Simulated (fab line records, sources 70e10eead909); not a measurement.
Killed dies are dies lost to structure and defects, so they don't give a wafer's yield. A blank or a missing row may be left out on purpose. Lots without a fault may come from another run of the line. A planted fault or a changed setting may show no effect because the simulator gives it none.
fab line records | flow nand_harc
record lots=11 wafers=33 last_day=33
route steps=1302 shown P_GATE@146 END@1302
lots that met no fault: from a run of the same line without faults
start_h: hours from the record's first day to the start of the lot's first wafer shown | wait_h: hours since the lot's step before | " the same as in the row above | L1.1+2: a row that stands for several wafers | - no value, or no start given | * or withheld: withheld | < > ~ a bound
route shown NAME@n: a module of which the file shows steps, and the number in the route of the first | usual: mean/standard deviation of fault-free wafers | same: alike in all rows | chamber/n: place in a boat | sites: the reading at each site | _std_site: their standard deviation | _edge_site: outer sites' mean less inner sites' | radius_mm: how far each site lies from the wafer's centre | mask NAME#n: copy n | behind: the tool/chamber that last shaped the wafer | hold: why the lot was held/for how many hours/how that ended | device: the transistor (n, p or np) that didn't switch | end of line: the same wafers' tests at the end of the route | a step without rows: its recipe alone | killed: dies lost to structure and defects at the first sort, not the wafer's yield | map: a wafer's dies, x killed, . not, _ none there
set.NAME: the setting as run; set.NAME@STEP: as run at that earlier step | model.NAME: the simulator's own value behind a step, which no gauge read
steps of the route over a sample of lots; a table a step, a row a wafer
services: from which hour (start_h, from the record's first day; less than 0 if before it) a tool's chamber was out of use, for how many hours, and why
## steps
# step NHARC_P_GATE_HM_OPEN_105
# recipe target_depth_a=3600 o2_flow_sccm=400 cos_flow_sccm=20 ar_flow_sccm=0 rf_w=500 bias_w=300 chemistry=O2/COS
# usual drypump_motor_current_A=5.8/0.53 oes_product_au=1.002/0.007 rf_vpp_V=468.3/2.8 showerhead_plenum_p_Torr=3.18/0.13 throttle_valve_pct=28.331/0.0091
# columns lot.wafer tool chamber start_h wait_h drypump_motor_current_A oes_product_au rf_hours_counter_h rf_vpp_V showerhead_plenum_p_Torr throttle_valve_pct
L690.3 rie_diel-01 0 - - 5.0 1.001 4.4 469.8 3.30 28.337
L690.2 " 1 " " 5.4 0.992 4.7 473.2 3.34 28.328
L690.1 " 2 " " 5.3 1.020 4.7 466.3 3.10 28.349
L691.1 rie_diel-01 0 - - 5.0 0.995 5.4 472.2 3.30 28.336
L691.2 " 1 " " 5.4 0.997 5.5 472.2 3.34 28.330
L691.5 " 0 " " 5.0 1.001 - 472.6 3.30 28.328
L692.4 rie_diel-09 3 - - 6.2 1.004 9.8 470.6 3.30 28.341
L692.3 " 1 " " 6.7 1.007 10.4 465.0 3.02 28.327
L692.6 " 3 " " 6.2 1.006 - 470.5 3.30 28.328
L694.1 rie_diel-01 0 - - 5.0 0.992 7.5 470.9 3.30 28.334
L694.3 " 1 " " 5.4 0.999 7.2 473.1 3.34 28.327
L694.5 " 3 " " 6.5 1.005 - 469.0 3.12 28.345
L695.3 rie_diel-01 0 - - 5.0 0.999 9.2 471.6 3.30 28.325
L695.6 " 1 " " 5.4 0.996 - 471.3 3.34 28.340
L695.5 " 2 " " 5.3 1.018 - 465.6 3.10 28.331
L697.2 rie_diel-01 1 - - 5.4 0.993 9.9 471.4 3.34 28.347
L697.3 " 2 " " 5.3 1.007 9.1 467.2 3.10 28.322
L697.4 " 3 " " 6.5 1.014 9.6 467.7 3.12 28.316
L706.4 rie_diel-09 2 - - 6.1 1.001 7.7 467.4 3.13 28.321
L706.2 " 0 " " 5.7 0.994 7.0 471.2 3.35 28.338
L706.5 " 2 " " 6.1 1.014 - 468.1 3.13 28.326
L707.2 rie_diel-01 3 - - 6.5 1.005 4.6 468.5 3.12 28.324
L707.1 " 1 " " 5.5 1.003 4.0 472.3 3.34 28.337
L707.5 " 0 " " 5.0 0.995 - 471.1 3.29 28.334
L708.1 rie_diel-09 2 - - 6.2 0.995 9.5 467.3 3.13 28.328
L708.3 " 3 " " 6.2 1.005 9.0 470.6 3.29 28.327
L708.5 " 3 " " 6.2 0.999 - 471.3 3.29 28.312
L709.4 rie_diel-09 1 - - 6.7 1.005 9.8 464.3 3.01 28.322
L709.5 " 1 " " 6.7 1.007 - 465.9 3.01 28.348
L709.6 " 2 " " 6.2 1.003 - 467.7 3.13 28.343
L710.2 rie_diel-12 3 - - 6.2 1.001 1.0 467.1 3.10 28.331
L710.1 " 1 " " 5.4 1.002 0.6 466.5 3.12 28.321
L710.4 " 2 " " 5.8 1.008 1.0 466.9 3.18 28.334
# step NHARC_P_GATE_ALD_36
# recipe target_thk_a=200 pulse_time_s=60 ald_cycles=223 temp_c=400 material=SiNx
# usual heater_power_w=887/99 precursor_pulse_height_rel=1.002/0.019
# columns lot.wafer tool chamber start_h wait_h heater_power_w precursor_pulse_height_rel since_wet_clean_h
L690.1 ald_sin-01 1 120.59 - 950 0.974 76
L690.2 " 3 122.70 - 842 0.994 79
L690.3 " 0 123.75 - 784 1.025 80
L691.1 ald_sin-04 0 132.30 - 895 1.004 43
L691.2 " 3 135.49 - 835 0.996 46
L691.5 " 1 137.62 - 1133 1.013 -
L692.4 ald_sin-03 3 133.95 - 978 0.991 128
L692.3 " 1 136.06 - 773 1.007 130
L692.6 " 2 137.11 - 794 1.003 -
L694.1 ald_sin-04 1 161.54 - 1108 0.988 72
L694.3 " 2 162.59 - 944 1.009 73
L694.5 " 2 166.77 - 957 1.011 -
L695.3 ald_sin-01 1 182.19 - 936 0.979 138
L695.6 " 3 184.30 - 856 1.002 -
L695.5 " 0 185.35 - 761 1.005 -
L697.3 ald_sin-04 1 190.41 - 1123 1.038 101
L697.2 " 2 191.47 - 962 1.026 102
L697.4 " 3 192.54 - 861 0.957 103
L706.4 ald_sin-04 2 274.46 - 947 0.985 7
L706.2 " 3 275.51 - 831 1.004 8
L706.5 " 2 278.66 - 919 0.964 -
L707.2 ald_sin-03 3 286.97 - 885 1.010 103
L707.1 " 1 289.11 - 785 1.048 105
L707.5 " 3 291.26 - 899 1.001 -
L708.1 ald_sin-01 2 301.98 - 895 0.998 78
L708.3 " 0 304.09 - 815 1.007 80
L708.5 " 2 306.20 - 878 1.004 -
L709.4 ald_sin-04 2 307.33 - 967 1.004 40
L709.5 " 0 309.44 - 913 1.023 -
L709.6 " 1 310.49 - 1065 0.991 -
L710.1 ald_sin-03 3 315.95 - 890 0.992 132
L710.2 " 1 318.79 - 783 1.051 135
L710.4 " 1 323.06 - 772 1.007 -
# step NHARC_P_GATE_ETCHBACK_37
# recipe target_depth_a=345 time_s=17.2 chf3_flow_sccm=50 o2_flow_sccm=10 ar_flow_sccm=200 rf_w=500 bias_w=200 chemistry=CHF3/O2
# usual bias_w=200.1/0.58 chamber_pressure_mTorr=25.001/0.024 drypump_motor_current_A=5.8/0.54 oes_product_au=0.96/0.035 rf_vpp_V=371.3/2.2 showerhead_plenum_p_Torr=2.43/0.098 throttle_valve_pct=20.571/0.0094
# columns lot.wafer tool chamber start_h wait_h bias_w chamber_pressure_mTorr drypump_motor_current_A oes_product_au rf_hours_counter_h rf_vpp_V showerhead_plenum_p_Torr throttle_valve_pct
L690.2 rie_diel-12 3 130.08 - 200.5 25.001 6.2 0.93 1 370.1 2.39 20.582
L690.3 " 0 " " 199.2 25.006 5.1 0.92 2 368.6 2.25 20.555
L690.1 " 1 " " 199.2 24.940 5.4 0.92 2 369.5 2.40 20.563
L691.1 rie_diel-09 2 141.86 - 200.5 25.010 6.2 1.00 7 369.7 2.41 20.563
L691.2 " 0 " " 200.4 25.060 5.7 1.00 10 374.8 2.58 20.564
L691.5 " 2 " " 200.8 24.998 6.1 1.00 - 372.0 2.41 20.579
L692.4 rie_diel-09 2 142.40 - 199.2 25.009 6.2 0.93 7 371.1 2.41 20.582
L692.3 " 3 " " 201.2 25.012 6.2 0.93 10 373.3 2.54 20.584
L692.6 " 2 " " 200.4 24.981 6.2 0.93 - 371.7 2.41 20.569
L694.1 rie_diel-12 3 171.03 - - - - - - - - -
L694.3 " 0 " " - - - - - - - -
L694.5 " 2 " " - - - - - - - -
L695.3 rie_diel-12 0 189.58 - - - - - - - - -
L695.6 " 3 " " - - - - - - - -
L695.5 " 0 " " - - - - - - - -
L697.4 rie_diel-09 1 199.97 - 200.7 24.998 6.7 0.93 3 370.3 2.32 20.579
L697.3 " 2 " " 199.9 25.019 6.2 0.94 3 371.6 2.41 20.560
L697.2 " 0 " " 200.0 24.989 5.7 0.93 4 375.4 2.58 20.543
L706.2 rie_diel-12 0 283.93 - 199.9 24.988 5.1 1.00 0 366.9 2.25 20.566
L706.4 " 1 " " 199.1 24.998 5.4 1.00 0 371.2 2.40 20.576
L706.5 " 0 " " 200.2 24.982 5.1 0.99 - 367.7 2.25 20.566
L707.1 rie_diel-12 2 295.51 - 200.2 25.055 5.8 1.00 0 371.6 2.44 20.569
L707.2 " 0 " " 201.1 25.006 5.1 1.00 0 367.2 2.25 20.565
L707.5 " 3 " " 199.3 24.999 6.2 0.99 - 370.7 2.39 20.571
L708.3 rie_diel-01 2 311.49 - 200.4 24.990 5.3 0.92 6 370.9 2.38 20.554
L708.1 " 3 " " 198.9 25.036 6.5 0.92 7 371.4 2.40 20.562
L708.5 " 2 " " 200.9 24.987 5.3 0.93 - 369.9 2.38 20.573
L709.4 rie_diel-09 1 314.74 - 199.4 24.991 6.7 0.94 10 369.3 2.31 20.584
L709.5 " 2 " " 200.4 24.982 6.2 0.95 - 369.4 2.41 20.567
L709.6 " 3 " " 200.8 24.982 6.2 0.95 - 372.6 2.54 20.574
L710.4 rie_diel-12 0 327.66 - 200.0 25.012 5.1 0.94 2 366.7 2.25 20.571
L710.2 " 1 " " 199.6 25.022 5.4 0.92 1 370.6 2.40 20.591
L710.1 " 2 " " 200.0 25.013 5.8 0.93 2 372.0 2.44 20.574
# step NHARC_P_GATE_STRIP_101
# recipe time_s=20 o2_flow_sccm=500 ar_flow_sccm=0 bias_w=0 chemistry=O2
# usual drypump_motor_current_A=5.8/0.54 oes_product_au=1.002/0.0065 rf_vpp_V=57.9/1 showerhead_plenum_p_Torr=3.58/0.14 throttle_valve_pct=17.035/0.0091
# columns lot.wafer tool chamber start_h wait_h drypump_motor_current_A oes_product_au rf_hours_counter_h rf_vpp_V showerhead_plenum_p_Torr throttle_valve_pct
L690.3 rie_diel-12 1 130.17 0.1 5.4 1.004 2 56.7 3.53 17.049
L690.1 " 2 " " 5.8 1.010 1 59.4 3.59 17.042
L690.2 " 0 " " 5.1 0.999 2 56.7 3.31 17.036
L691.1 rie_diel-09 1 141.95 0.1 6.7 0.999 11 55.6 3.41 17.034
L691.2 " 2 " " 6.2 0.993 7 58.3 3.54 17.026
L691.5 " 0 " " 5.7 0.994 - 58.0 3.78 17.020
L692.3 rie_diel-09 1 142.49 0.1 6.7 1.006 11 56.6 3.41 17.040
L692.4 " 2 " " 6.2 1.001 7 58.4 3.54 17.026
L692.6 " 1 " " 6.7 1.003 - 59.1 3.41 17.020
L694.3 rie_diel-12 2 171.11 0.1 5.8 1.024 4 58.1 3.59 17.031
L694.1 " 3 " " 6.2 0.998 3 57.4 3.51 17.056
L694.5 " 0 " " 5.1 1.003 - 56.6 3.31 17.040
L695.3 rie_diel-12 2 189.67 0.1 5.8 1.008 5 57.3 3.59 17.048
L695.5 " 1 " " 5.4 1.003 - 57.9 3.53 17.048
L695.6 " 2 " " 5.8 1.007 - 58.2 3.59 17.036
L697.4 rie_diel-09 1 200.06 0.1 6.7 1.005 3 57.2 3.41 17.035
L697.2 " 2 " " 6.2 1.007 3 57.4 3.54 17.035
L697.3 " 0 " " 5.7 1.003 4 58.1 3.78 17.035
L706.2 rie_diel-12 2 284.03 0.1 5.8 1.005 0 57.0 3.59 17.035
L706.4 " 3 " " 6.2 1.000 0 59.3 3.51 17.052
L706.5 " 1 " " 5.4 1.006 - 56.8 3.52 17.050
L707.1 rie_diel-12 3 295.60 0.1 6.2 1.012 0 57.4 3.51 17.020
L707.2 " 2 " " 5.8 0.992 0 59.1 3.59 17.048
L707.5 " 3 " " 6.2 0.996 - 57.9 3.51 17.018
L708.1 rie_diel-01 3 311.57 0.1 6.5 1.004 7 58.4 3.52 17.028
L708.3 " 2 " " 5.3 1.005 6 58.2 3.50 17.033
L708.5 " 0 " " 5.0 1.000 - 58.9 3.72 17.035
L709.4 rie_diel-09 2 314.82 0.1 6.2 1.009 11 58.5 3.54 17.045
L709.5 " 3 " " 6.2 1.009 - 56.9 3.72 17.038
L709.6 " 0 " " 5.7 1.004 - 58.6 3.78 17.019
L710.2 rie_diel-12 0 327.75 0.1 5.1 1.003 2 57.9 3.31 17.035
L710.1 " 1 " " 5.4 0.998 1 58.2 3.52 17.049
L710.4 " 2 " " 5.8 1.014 2 57.9 3.59 17.054
# step NHARC_END_SORT_01
# recipe temp_c=25
# usual killed_at_array=59/19 killed_at_other=0.6/0.85 killed_at_periphery=3.8/2.5 killed_dies=64/19 killed_open=3.3/1.8 killed_short=2.2/1.6
# same gross_dies=677
# columns lot.wafer tool chamber start_h wait_h killed_at_array killed_at_other killed_at_periphery killed_dies killed_open killed_short
L694.1 prober-02 0 605.90 2.5 59 0 618 677 6 4
L694.3 prober-02 0 607.50 3.1 64 0 613 677 6 1
L694.5 prober-02 0 609.09 3.7 48 0 629 677 5 1
L695.3 prober-01 0 646.14 3.1 58 1 618 677 4 1
L695.5 prober-01 0 647.72 3.7 70 2 605 677 4 4
L695.6 prober-01 0 648.51 4.0 59 0 618 677 0 2
# killed by level:class
L694.1 P_GATE:area_etchback=615 A_CHANNEL_HOLE_D1:chamber_film_flake=35 A_CHANNEL_HOLE_D2:chamber_film_flake=10 A_CONTACT:chamber_film_flake=4 A_M0:geometric_particle:open=2 P_CONTACT:geometric_particle:open=1 A_ONON_D1:geometric_particle:open=1 A_CHANNEL_HOLE_D1:geometric_particle:short=1
L694.3 P_GATE:area_etchback=611 A_CHANNEL_HOLE_D1:chamber_film_flake=34 A_CHANNEL_HOLE_D2:chamber_film_flake=12 A_CONTACT:chamber_film_flake=4 A_M0:chamber_film_flake=4 A_SLIT:chamber_film_flake=2 A_ONON_D1:geometric_particle:short=1 A_CHANNEL_HOLE_D1:geometric_particle:open=1
L694.5 P_GATE:area_etchback=627 A_CHANNEL_HOLE_D1:chamber_film_flake=26 A_CHANNEL_HOLE_D2:chamber_film_flake=12 A_M0:geometric_particle:open=2 A_SLIT:chamber_film_flake=2 A_CHANNEL_FILL_D1:geometric_particle:open=1 A_SGD_CUT:geometric_particle:open=1 A_WL_FILL:geometric_particle:short=1
L695.3 P_GATE:area_etchback=614 A_CHANNEL_HOLE_D1:chamber_film_flake=31 A_CHANNEL_HOLE_D2:chamber_film_flake=19 P_CONTACT:geometric_particle:open=2 P_GATE:chamber_film_flake=2 A_STAIRCASE:chamber_film_flake=2 A_ONON_D1:geometric_particle:open=1 A_ONON_D2:geometric_particle:short=1
L695.5 P_GATE:area_etchback=601 A_CHANNEL_HOLE_D1:chamber_film_flake=37 A_CHANNEL_HOLE_D2:chamber_film_flake=20 A_WL_FILL:geometric_particle:short=3 A_STAIRCASE:chamber_film_flake=3 A_ONON_D2:geometric_particle:open=2 P_STI:chamber_film_flake=2 A_CONTACT:chamber_film_flake=2
L695.6 P_GATE:area_etchback=616 A_CHANNEL_HOLE_D2:chamber_film_flake=30 A_CHANNEL_HOLE_D1:chamber_film_flake=23 P_STI:chamber_film_flake=2 A_CHANNEL_FILL_D1:chamber_film_flake=2 A_ONON_D1:geometric_particle:short=1 A_WL_FILL:geometric_particle:short=1 A_SLIT:chamber_film_flake=1
## services
# columns tool chamber start_h hours kind
rie_diel-09 - 136.42 0.7 repair
rie_diel-09 - 143.10 9.0 pm
ald_sin-04 0 156.20 4.0 repair
ald_sin-03 - 175.80 10.0 pm
rie_diel-12 0 177.55 8.0 repair
rie_diel-09 3 177.86 1.3 repair
ald_sin-01 1 190.88 3.9 repair
ald_sin-01 3 196.64 3.1 repair
rie_diel-09 0 202.43 7.9 repair
rie_diel-01 - 203.80 9.0 pm
ald_sin-01 2 205.36 8.1 repair
ald_sin-01 1 231.00 6.0 repair
rie_diel-12 2 231.05 7.4 repair
ald_sin-04 - 259.74 10.0 pm
rie_diel-12 0 266.02 2.6 repair
rie_diel-12 - 268.40 9.0 pm
rie_diel-01 0 277.26 3.5 repair
ald_sin-03 - 278.12 0.8 repair
rie_diel-09 1 285.79 15.3 repair
rie_diel-01 0 298.87 1.5 repair
rie_diel-09 - 316.92 0.6 repair
ald_sin-04 3 319.22 3.7 repair
rie_diel-12 1 319.98 4.8 repair
rie_diel-09 - 320.10 9.0 pm
## key
first_sign step=NHARC_P_GATE_ETCHBACK_37 reading=tool_record direction=missing
effect step=NHARC_END_SORT_01 reading=killed_at_periphery direction=up sigmas=99+ usual=3.8 struck=616.8
more_kills_born_at NHARC_P_GATE_ETCHBACK_37@rie_diel-12=3684
met_at NHARC_P_GATE_ETCHBACK_37
struck_lots L694,L695
later_rows_left_out L694.1,L694.3,L694.5,L695.3,L695.5,L695.6
tester_left_out L694,L695
not_acting_at NHARC_P_GATE_HM_OPEN_105,NHARC_P_GATE_ALD_36,NHARC_P_GATE_STRIP_101
onset_between 130.08 171.03
fault kind=skipped_step_whole tool=rie_diel-12 chamber=- onset_h=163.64 steps=NHARC_P_GATE_ETCHBACK_37 scope=struck_lots_only
# tester_left_out: of these lots the tester's yield and bins aren't shown, on N5 and GAA mostly nor the transistor test; their killed dies are dies lost to structure and defects alone, not to doping, threshold or leakage, so they don't give the yield
# later_rows_left_out: the simulator's readings of these wafers behind a module that went badly wrong aren't trusted and aren't shown, but for the sort
